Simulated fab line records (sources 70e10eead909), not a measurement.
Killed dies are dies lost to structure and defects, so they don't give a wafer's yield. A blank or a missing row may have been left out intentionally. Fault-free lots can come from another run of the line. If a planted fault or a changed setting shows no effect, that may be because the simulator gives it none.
The same fault as seen by 2 desks :: flow nand_harc :: only its own numbers are on each desk; what lay behind them is given at the end

THE DEFECT DESK
For each lot, the counts of the inspections along the route, averaged over the sampled wafers that have a number. Marked OUT: a lot whose mean sits more than 4 standard deviations from the usual mean, which makes it out of limits; the brackets give that distance.
Columns: A = raw_defect_count at NHARC_A_M1_INSPECT_27, usual 555
lot: L820
first seen here: day 23 01:17
A: 562

lot: L821
first seen here: day 23 01:58
A: 497

lot: L826
first seen here: day 24 14:01
A: 602

lot: L827
first seen here: day 25 16:40
A: 558

lot: L825
first seen here: day 25 17:41
A: 874

lot: L833
first seen here: day 28 02:53
A: 386

lot: L832
first seen here: day 28 10:08
A: 590

lot: L835
first seen here: day 29 03:40
A: 391

lot: L834
first seen here: day 29 04:08
A: 516

lot: L836
first seen here: day 29 21:50
A: 652

lot: L838
first seen here: day 30 04:47
A: 401

lot: L839
first seen here: day 30 09:30
A: 529

lot: L840
first seen here: day 31 10:44
A: 516

lot: L842
first seen here: day 32 01:52
A: 561
This desk found nothing out of limits on any of the 14 lots.

DESK OF THE TOOL OWNER: krf_scanner-04
The tool's own readings at NHARC_A_BONDPAD_EXPOSE_06 (exposes mask A BPAD): means of the sampled wafers that have a number, for each lot that ran on this tool. Marked OUT: a lot whose mean sits more than 4 standard deviations from the usual mean, which makes it out of limits; the brackets give that distance.
Columns: A = exposure_dose_mJ_cm2 at NHARC_A_BONDPAD_EXPOSE_06, usual 36.96; B = focus_offset_nm at NHARC_A_BONDPAD_EXPOSE_06, usual -0.1 nm
lot: L825
first seen here: day 25 19:43
A: 36.96
B: 0.3

lot: L836
first seen here: day 29 23:37
A: 36.93
B: 0.3

lot: L840
first seen here: day 31 12:43
A: 36.95
B: -0.0

lot: L842
first seen here: day 32 03:47
A: 36.96
B: -0.3
This desk found nothing out of limits on any of the 4 lots.

PUT TOGETHER
Nothing the defect desk looked at was out of limits.
Nothing out of limits was seen by the tool owner's desk.

WHAT THE SIMULATOR HAD PUT IN
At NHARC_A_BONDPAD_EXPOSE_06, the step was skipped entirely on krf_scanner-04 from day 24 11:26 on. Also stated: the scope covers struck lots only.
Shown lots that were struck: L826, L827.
